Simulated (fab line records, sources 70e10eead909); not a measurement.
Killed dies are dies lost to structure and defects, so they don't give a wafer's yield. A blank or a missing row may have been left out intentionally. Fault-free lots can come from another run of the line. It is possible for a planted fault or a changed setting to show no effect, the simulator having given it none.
Matching of chambers + flow nand_harc + NHARC_P_M1_DESCUM_14 on rie_diel-05: 4 sister chambers
The step chemistry O2, time 3 s. 4 wafers are shown with their chamber, then 12 later ones without.

== WAFERS PAIRED WITH THEIR CHAMBERS ==
| wafer  | chamber | drypump_motor_current_A (A) |
|--------|---------|-----------------------------|
| L080.3 | 3       | 5.2                         |
| L084.1 | 0       | 6.5                         |
| L084.3 | 1       | 6.1                         |
| L084.6 | 2       | 5.7                         |

== WAFERS MISSING THEIR CHAMBER ==
| wafer  | drypump_motor_current_A (A) |
|--------|-----------------------------|
| L086.2 | 6.4                         |
| L086.4 | 6.1                         |
| L086.6 | 5.7                         |
| L090.1 | 6.1                         |
| L090.2 | 5.2                         |
| L090.6 | 5.3                         |
| L096.2 | 6.5                         |
| L096.4 | 5.7                         |
| L096.6 | 6.5                         |
| L097.1 | 6.5                         |
| L097.2 | 6.1                         |
| L097.4 | 5.7                         |

== WHICH CHAMBER EACH WENT THROUGH ==
| wafer  | from the rows above | in truth |
|--------|---------------------|----------|
| L086.2 | 0                   | 0        |
| L086.4 | 1                   | 1        |
| L086.6 | 2                   | 2        |
| L090.1 | 1                   | 1        |
| L090.2 | 3                   | 3        |
| L090.6 | 3                   | 3        |
| L096.2 | 0                   | 0        |
| L096.4 | 2                   | 2        |
| L096.6 | 0                   | 0        |
| L097.1 | 0                   | 0        |
| L097.2 | 1                   | 1        |
| L097.4 | 2                   | 2        |
Placed correctly: 12 of 12. Left unplaced by these rows: 0. Placed wrongly: 0.
How it was worked out, from the rows above alone: a wafer's distance from a chamber is the root of the sum, over the readings, of the square of ((its reading less the chamber's mean) divided by the reading's scatter). The wafer belongs to the nearest chamber; if the next one is less than 2 further off, it can't be placed. Each chamber's mean is taken over the wafers shown for it. The scatter: with one shown wafer a chamber, the root of the mean of the squares of how far each hidden wafer lies from its nearest shown one.
